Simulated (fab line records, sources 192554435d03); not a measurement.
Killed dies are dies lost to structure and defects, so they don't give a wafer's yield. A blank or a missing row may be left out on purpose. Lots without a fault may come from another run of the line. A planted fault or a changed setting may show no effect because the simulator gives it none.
Which tool did it? | flow n5_finfet | 24 lots, 72 wafers sampled, at 6 steps of a route of 1938

WHAT THE GAUGES READ, wafer by wafer
N5_DUMMY_GATE_THK_MEAS_05. Usual: thk_nm 71.9 nm, standard deviation 1.
lot  | measured    | on            | thk_nm (nm)    | flag
L074 | day 2 18:16 | film_metro-01 | 72.5 72.5 72.3 |
L075 | day 2 23:13 | film_metro-01 | 72.0 71.5 72.0 |
L076 | day 3 05:38 | film_metro-01 | 71.5 71.6 71.5 |
L077 | day 3 11:37 | film_metro-02 | 72.4 71.3 71.8 |
L078 | day 3 17:50 | film_metro-01 | 74.4 70.3 70.2 |
L079 | day 4 00:47 | film_metro-02 | 72.6 71.5 70.3 |
L080 | day 4 07:46 | film_metro-02 | 74.3 72.4 70.5 |
L081 | day 4 10:58 | film_metro-02 | 73.1 72.8 73.5 |
L082 | day 4 16:51 | film_metro-02 | 72.2 73.6 73.9 |
L083 | day 5 01:11 | film_metro-01 | 73.2 71.1 72.6 |
L084 | day 5 04:56 | film_metro-01 | 72.4 71.6 72.3 |
L085 | day 5 14:49 | film_metro-02 | 71.7 72.6 71.2 |
L086 | day 5 18:46 | film_metro-02 | 72.0 72.3 70.9 |
L087 | day 6 01:10 | film_metro-01 | 69.6 71.0 71.4 |
L088 | day 6 07:31 | film_metro-02 | 72.3 70.8 71.4 |
L089 | day 6 11:46 | film_metro-02 | 72.5 71.7 71.1 |
L090 | day 6 20:50 | film_metro-02 | 72.7 71.3 70.6 |
L091 | day 7 01:01 | film_metro-02 | 73.4 72.3 72.7 |
L092 | day 7 05:58 | film_metro-01 | 71.8 73.9 73.1 |
L093 | day 7 10:42 | film_metro-01 | 71.1 71.0 72.1 |
L094 | day 7 18:44 | film_metro-02 | 72.9 71.0 72.4 |
L095 | day 7 23:52 | film_metro-02 | 72.1 72.2 71.7 |
L096 | day 8 05:25 | film_metro-02 | 70.4 68.8 71.0 |
L097 | day 8 11:01 | film_metro-02 | 71.6 71.6 72.2 |

N5_DUMMY_GATE_CD_MEAS_15: target cd 25.8 nm. Usual: cd_nm 24.97 nm, standard deviation 0.23.
lot  | measured    | on        | cd_nm (nm)        | flag
L074 | day 2 22:34 | cd_sem-02 | 25.15 24.91 25.30 |
L075 | day 3 03:31 | cd_sem-02 | 25.00 24.98 25.09 |
L076 | day 3 10:05 | cd_sem-01 | 25.11 25.05 24.67 |
L077 | day 3 16:02 | cd_sem-02 | 24.70 25.27 24.99 |
L078 | day 3 22:16 | cd_sem-02 | 24.89 24.80 25.10 |
L079 | day 4 05:05 | cd_sem-03 | 25.27 24.85 25.09 |
L080 | day 4 12:11 | cd_sem-01 | 25.18 25.15 24.90 |
L081 | day 4 15:16 | cd_sem-02 | 25.10 25.09 25.01 |
L082 | day 4 21:10 | cd_sem-02 | 25.32 24.89 24.98 |
L083 | day 5 05:29 | cd_sem-02 | 25.14 25.12 25.17 |
L084 | day 5 09:21 | cd_sem-02 | 25.20 25.21 24.77 |
L085 | day 5 19:14 | cd_sem-03 | 25.01 24.95 25.33 |
L086 | day 5 23:04 | cd_sem-02 | 25.06 25.20 25.03 |
L087 | day 6 06:37 | cd_sem-03 | 25.34 24.97 24.59 |
L088 | day 6 11:49 | cd_sem-02 | 25.19 25.14 24.98 |
L089 | day 6 16:04 | cd_sem-02 | 24.79 25.13 24.75 |
L090 | day 7 01:11 | cd_sem-01 | 24.94 24.95 24.93 |
L091 | day 7 05:19 | cd_sem-01 | 25.03 25.25 25.36 |
L092 | day 7 10:23 | cd_sem-03 | 25.40 24.80 25.35 |
L093 | day 7 15:00 | cd_sem-03 | 25.12 24.95 24.93 |
L094 | day 7 23:03 | cd_sem-03 | 24.97 25.12 25.27 |
L095 | day 8 04:09 | cd_sem-02 | 24.74 24.44 25.29 |
L096 | day 8 09:50 | cd_sem-01 | 24.39 25.06 24.99 |
L097 | day 8 15:26 | cd_sem-01 | 24.99 24.74 25.18 |

N5_SPACER0_INSPECT_04: inspects for defects (darkfield). Usual: raw_defect_count 144, standard deviation 39.
lot  | measured    | on                | raw_defect_count | flag
L074 | day 3 00:42 | defect_inspect-02 | 97 129 91        |
L075 | day 3 05:28 | defect_inspect-01 | 149 109 137      |
L076 | day 3 12:31 | defect_inspect-01 | 106 112 141      |
L077 | day 3 17:55 | defect_inspect-02 | 128 215 148      |
L078 | day 4 00:19 | defect_inspect-02 | 86 154 126       |
L079 | day 4 07:14 | defect_inspect-01 | 123 151 226      |
L080 | day 4 14:33 | defect_inspect-02 | 88 107 111       |
L081 | day 4 17:29 | defect_inspect-01 | 69 139 159       |
L082 | day 5 00:51 | defect_inspect-02 | 124 121 126      |
L083 | day 5 07:28 | defect_inspect-02 | 100 114 80       |
L084 | day 5 11:23 | defect_inspect-01 | 109 150 88       |
L085 | day 5 21:08 | defect_inspect-01 | 125 139 130      |
L086 | day 6 00:57 | defect_inspect-01 | 168 154 104      |
L087 | day 6 08:58 | defect_inspect-02 | 178 119 224      |
L088 | day 6 13:43 | defect_inspect-01 | 160 181 139      |
L089 | day 6 17:58 | defect_inspect-01 | 149 196 151      |
L090 | day 7 03:26 | defect_inspect-01 | 147 135 180      |
L091 | day 7 07:20 | defect_inspect-02 | 130 108 105      |
L092 | day 7 14:55 | defect_inspect-02 | 115 141 234      |
L093 | day 7 16:53 | defect_inspect-02 | 191 141 116      |
L094 | day 8 01:13 | defect_inspect-02 | 174 289 214      |
L095 | day 8 06:50 | defect_inspect-02 | 163 190 168      |
L096 | day 8 14:06 | defect_inspect-01 | 184 144 165      |
L097 | day 8 17:47 | defect_inspect-01 | 105 167 134      |

WHICH TOOL RAN EACH LOT (tool, then ch and the chambers of the sampled wafers, then the start)
lot  | N5_FIN_CUT_CUT_ETCH_15          | N5_DUMMY_GATE_ETCH_36             | N5_DUMMY_GATE_HM_OPEN_21
L074 | rie_si-04 ch 0,1,3, day 2 03:52 | rie_diel-06 ch 0,1,2, day 2 22:49 | rie_diel-02 ch 1,2,3, day 2 23:28
L075 | rie_si-04 ch 1,3, day 2 09:51   | rie_diel-06 ch 0,1,2, day 3 03:45 | rie_diel-01 ch 0,2,3, day 3 04:09
L076 | rie_si-01 ch 1,3, day 2 15:47   | rie_diel-01 ch 0,1,3, day 3 10:30 | rie_diel-06 ch 0,1,2, day 3 11:08
L077 | rie_si-01 ch 1,2, day 2 22:05   | rie_diel-06 ch 1,2, day 3 16:16   | rie_diel-06 ch 0,1,2, day 3 16:41
L078 | rie_si-01 ch 1,2,3, day 3 03:05 | rie_diel-01 ch 2,3, day 3 22:29   | rie_diel-06 ch 0,1,3, day 3 22:54
L079 | rie_si-01 ch 0,2,3, day 3 09:57 | rie_diel-02 ch 1,2,3, day 4 05:19 | rie_diel-01 ch 0,1,3, day 4 05:46
L080 | rie_si-04 ch 1,3, day 3 17:16   | rie_diel-01 ch 2,3, day 4 12:25   | rie_diel-06 ch 1,2,3, day 4 12:54
L081 | rie_si-04 ch 0,2, day 3 21:35   | rie_diel-02 ch 1,2,3, day 4 15:34 | rie_diel-01 ch 0,1, day 4 16:13
L082 | rie_si-01 ch 0,2,3, day 4 03:15 | rie_diel-01 ch 1,2,3, day 4 21:24 | rie_diel-02 ch 0,1,3, day 4 21:49
L083 | rie_si-01 ch 0,1,2, day 4 11:45 | rie_diel-02 ch 0,1, day 5 05:44   | rie_diel-02 ch 1,2,3, day 5 06:11
L084 | rie_si-06 ch 1,3, day 4 15:36   | rie_diel-02 ch 2,3, day 5 09:35   | rie_diel-02 ch 0,1,2, day 5 10:04
L085 | rie_si-06 ch 1,2,3, day 5 00:23 | rie_diel-06 ch 1,2,3, day 5 19:28 | rie_diel-01 ch 1,2, day 5 19:53
L086 | rie_si-04 ch 0,1,2, day 5 04:43 | rie_diel-02 ch 0,1,3, day 5 23:18 | rie_diel-06 ch 0,2,3, day 5 23:43
L087 | rie_si-01 ch 0,1,3, day 5 09:45 | rie_diel-02 ch 0,3, day 6 06:51   | rie_diel-06 ch 0,2,3, day 6 07:31
L088 | rie_si-06 ch 1,2,3, day 5 16:41 | rie_diel-06 ch 0,1,3, day 6 12:04 | rie_diel-06 ch 1,2,3, day 6 12:28
L089 | rie_si-06 ch 1,2,3, day 5 21:59 | rie_diel-06 ch 2,3, day 6 16:18   | rie_diel-02 ch 0,3, day 6 16:43
L090 | rie_si-06 ch 1,3, day 6 07:38   | rie_diel-06 ch 0,1,2, day 7 01:41 | rie_diel-01 ch 0,1,3, day 7 02:11
L091 | rie_si-06 ch 0,1,2, day 6 10:41 | rie_diel-06 ch 1,2, day 7 05:38   | rie_diel-02 ch 0,2,3, day 7 06:04
L092 | rie_si-06 ch 1,2,3, day 6 16:20 | rie_diel-06 ch 0,2,3, day 7 10:37 | rie_diel-06 ch 1,2,3, day 7 11:16
L093 | rie_si-06 ch 0,2, day 6 21:28   | rie_diel-06 ch 0,2,3, day 7 15:14 | rie_diel-06 ch 0,1,2, day 7 15:38
L094 | rie_si-01 ch 0,2,3, day 7 05:20 | rie_diel-02 ch 1,2, day 7 23:23   | rie_diel-06 ch 0,1,2, day 7 23:51
L095 | rie_si-01 ch 0,3, day 7 10:13   | rie_diel-02 ch 2,3, day 8 05:05   | rie_diel-02 ch 0,3, day 8 05:34
L096 | rie_si-01 ch 0,1,2, day 7 16:13 | rie_diel-02 ch 0,2,3, day 8 11:36 | rie_diel-02 ch 0,2,3, day 8 12:40
L097 | rie_si-06 ch 0,2,3, day 7 21:20 | rie_diel-01 ch 0,3, day 8 15:41   | rie_diel-01 ch 0,1, day 8 16:05
- N5_FIN_CUT_CUT_ETCH_15: etches Si in HBr/Cl2/O2, target depth 100 nm, bt time 10 s, time 42.4 s.
- N5_DUMMY_GATE_ETCH_36: etches SiARC in CF4, target depth 13 nm.
- N5_DUMMY_GATE_HM_OPEN_21: chemistry CH3F/O2, target SiNx, target depth 120 nm, time 171.4 s.

WHAT THE TOOLS THEMSELVES READ (means of the sampled wafers that have a number; where no wafer has one, the mark that the record gives instead)
N5_FIN_CUT_CUT_ETCH_15. Usual: drypump_motor_current_A 5.6 A, standard deviation 0.37; oes_product_au 0.996 a.u., standard deviation 0.014; throttle_valve_pct 37.1 %, standard deviation 0.31.
lot  | tool      | drypump_motor_current_A (A) | oes_product_au (a.u.) | throttle_valve_pct (%) | flag
L074 | rie_si-04 | 5.4                         | 1.009                 | 37.2                   |
L075 | rie_si-04 | 5.5                         | 1.011                 | 37.3                   |
L076 | rie_si-01 | 5.5                         | 0.998                 | 37.0                   |
L077 | rie_si-01 | 5.6                         | 0.998                 | 37.1                   |
L078 | rie_si-01 | 5.6                         | 0.998                 | 36.9                   |
L079 | rie_si-01 | 5.9                         | 0.986                 | 37.1                   |
L080 | rie_si-04 | 5.7                         | 1.020                 | 37.2                   |
L081 | rie_si-04 | 5.1                         | 1.004                 | 37.1                   |
L082 | rie_si-01 | 5.9                         | 0.988                 | 37.1                   |
L083 | rie_si-01 | 5.8                         | 0.991                 | 37.2                   |
L084 | rie_si-06 | 5.8                         | 0.994                 | 37.1                   |
L085 | rie_si-06 | 5.7                         | 0.991                 | 37.0                   |
L086 | rie_si-04 | 5.4                         | 1.012                 | 37.1                   |
L087 | rie_si-01 | 5.8                         | 0.990                 | 37.1                   |
L088 | rie_si-06 | 5.7                         | 0.995                 | 37.0                   |
L089 | rie_si-06 | 5.7                         | 0.991                 | 37.0                   |
L090 | rie_si-06 | 5.8                         | 0.992                 | 37.1                   |
L091 | rie_si-06 | 5.3                         | 0.994                 | 37.4                   |
L092 | rie_si-06 | 5.7                         | 0.997                 | 37.0                   |
L093 | rie_si-06 | 5.3                         | 0.990                 | 37.3                   |
L094 | rie_si-01 | 5.9                         | 0.990                 | 37.1                   |
L095 | rie_si-01 | 5.9                         | 0.985                 | 37.0                   |
L096 | rie_si-01 | 5.9                         | 0.992                 | 37.2                   |
L097 | rie_si-06 | 5.6                         | 0.994                 | 37.2                   |

N5_DUMMY_GATE_ETCH_36. Usual: drypump_motor_current_A 5.7 A, standard deviation 0.4; oes_product_au 0.76 a.u., standard deviation 0.08; rf_vpp_V 184.1 V, standard deviation 1; showerhead_plenum_p_Torr 2.15 Torr, standard deviation 0.065; throttle_valve_pct 15.63 %, standard deviation 0.23.
lot  | tool        | drypump_motor_current_A (A) | oes_product_au (a.u.) | rf_vpp_V (V) | showerhead_plenum_p_Torr (Torr) | throttle_valve_pct (%) | flag
L074 | rie_diel-06 | 5.5                         | 0.73                  | 184.2        | 2.16                            | 15.67                  |
L075 | rie_diel-06 | 5.5                         | 0.72                  | 183.8        | 2.16                            | 15.66                  |
L076 | rie_diel-01 | 5.9                         | 0.89                  | 184.8        | 2.19                            | 15.54                  |
L077 | rie_diel-06 | 5.3                         | 0.72                  | 184.3        | 2.20                            | 15.73                  |
L078 | rie_diel-01 | 5.8                         | 0.82                  | 184.6        | 2.22                            | 15.45                  |
L079 | rie_diel-02 | 5.8                         | 0.75                  | 184.5        | 2.13                            | 15.53                  |
L080 | rie_diel-01 | 5.8                         | 0.82                  | 184.6        | 2.21                            | 15.44                  |
L081 | rie_diel-02 | 5.8                         | 0.74                  | 184.5        | 2.13                            | 15.53                  |
L082 | rie_diel-01 | 6.0                         | 0.84                  | 183.9        | 2.17                            | 15.42                  |
L083 | rie_diel-02 | 5.7                         | 0.74                  | 183.1        | 2.04                            | 15.82                  |
L084 | rie_diel-02 | 6.2                         | 0.70                  | 183.5        | 2.15                            | 15.68                  |
L085 | rie_diel-06 | 5.4                         | 0.79                  | 185.1        | 2.17                            | 15.58                  |
L086 | rie_diel-02 | 5.8                         | 0.73                  | 183.1        | 2.07                            | 15.68                  |
L087 | rie_diel-02 | 6.1                         | 0.70                  | 182.7        | 2.06                            | 15.96                  |
L088 | rie_diel-06 | 5.6                         | 0.77                  | 182.8        | 2.13                            | 15.53                  |
L089 | rie_diel-06 | 5.3                         | 0.80                  | 184.2        | 2.21                            | 15.67                  |
L090 | rie_diel-06 | 5.5                         | 0.70                  | 183.7        | 2.15                            | 15.73                  |
L091 | rie_diel-06 | 5.3                         | 0.71                  | 184.6        | 2.19                            | 15.78                  |
L092 | rie_diel-06 | 5.5                         | 0.78                  | 183.8        | 2.17                            | 15.64                  |
L093 | rie_diel-06 | 5.5                         | 0.78                  | 184.0        | 2.17                            | 15.64                  |
L094 | rie_diel-02 | 5.6                         | 0.74                  | 184.5        | 2.16                            | 15.58                  |
L095 | rie_diel-02 | 6.0                         | 0.70                  | 184.4        | 2.18                            | 15.74                  |
L096 | rie_diel-02 | 6.0                         | 0.69                  | 184.2        | 2.12                            | 15.86                  |
L097 | rie_diel-01 | 5.6                         | 0.81                  | 184.3        | 2.20                            | 15.74                  |

N5_DUMMY_GATE_HM_OPEN_21. Usual: drypump_motor_current_A 5.7 A, standard deviation 0.4; oes_product_au 0.76 a.u., standard deviation 0.082; rf_vpp_V 298 V, standard deviation 4.1; showerhead_plenum_p_Torr 2.02 Torr, standard deviation 0.059; throttle_valve_pct 16.47 %, standard deviation 0.24.
lot  | tool        | drypump_motor_current_A (A) | oes_product_au (a.u.) | rf_vpp_V (V) | showerhead_plenum_p_Torr (Torr) | throttle_valve_pct (%) | flag
L074 | rie_diel-02 | 5.8                         | 0.74                  | 293          | 2.01                            | 16.34                  |
L075 | rie_diel-01 | 5.6                         | 0.81                  | 299          | 2.07                            | 16.38                  |
L076 | rie_diel-06 | 5.6                         | 0.71                  | 299          | 2.04                            | 16.54                  |
L077 | rie_diel-06 | 5.5                         | 0.71                  | 300          | 2.04                            | 16.53                  |
L078 | rie_diel-06 | 5.6                         | 0.80                  | 300          | 2.02                            | 16.37                  |
L079 | rie_diel-01 | 5.9                         | 0.87                  | 301          | 2.06                            | 16.40                  |
L080 | rie_diel-06 | 5.4                         | 0.80                  | 301          | 2.06                            | 16.43                  |
L081 | rie_diel-01 | 5.7                         | 0.86                  | 302          | 2.03                            | 16.53                  |
L082 | rie_diel-02 | 5.8                         | 0.72                  | 295          | 1.96                            | 16.55                  |
L083 | rie_diel-02 | 5.8                         | 0.73                  | 293          | 2.01                            | 16.38                  |
L084 | rie_diel-02 | 5.6                         | 0.74                  | 295          | 1.98                            | 16.56                  |
L085 | rie_diel-01 | 5.9                         | 0.80                  | 299          | 2.01                            | 16.26                  |
L086 | rie_diel-06 | 5.5                         | 0.79                  | 298          | 2.05                            | 16.48                  |
L087 | rie_diel-06 | 5.5                         | 0.78                  | 298          | 2.05                            | 16.48                  |
L088 | rie_diel-06 | 5.4                         | 0.77                  | 300          | 2.06                            | 16.45                  |
L089 | rie_diel-02 | 6.1                         | 0.70                  | 297          | 1.95                            | 16.86                  |
L090 | rie_diel-01 | 5.9                         | 0.85                  | 301          | 2.05                            | 16.43                  |
L091 | rie_diel-02 | 6.0                         | 0.70                  | 295          | 2.00                            | 16.70                  |
L092 | rie_diel-06 | 5.4                         | 0.77                  | 301          | 2.06                            | 16.47                  |
L093 | rie_diel-06 | 5.5                         | 0.70                  | 299          | 2.03                            | 16.59                  |
L094 | rie_diel-06 | 5.5                         | 0.69                  | 299          | 2.03                            | 16.60                  |
L095 | rie_diel-02 | 6.2                         | 0.67                  | 295          | 1.97                            | 16.71                  |
L096 | rie_diel-02 | 6.0                         | 0.69                  | 296          | 1.99                            | 16.71                  |
L097 | rie_diel-01 | 5.8                         | 0.83                  | 302          | 2.02                            | 16.58                  |

THE ANSWER, worked out from the rows above alone
Rule: a lot is off if the mean of its wafers that have a number lies more than 3 standard deviations from the usual mean. A lot without any number at a reading at which 4 lots or more have one is off too. The other lots that the step has rows for count as sound. The gauges are gone through in route order, then the tools' own readings, and for those a lot's mean is taken as printed above. The first step at which some lot is off is used, and at that step the reading that is off furthest; a lot without a number counts as furthest.
No lot is off at any reading shown: from this, nothing can be told.

WHAT THE SIMULATOR HAD PUT IN
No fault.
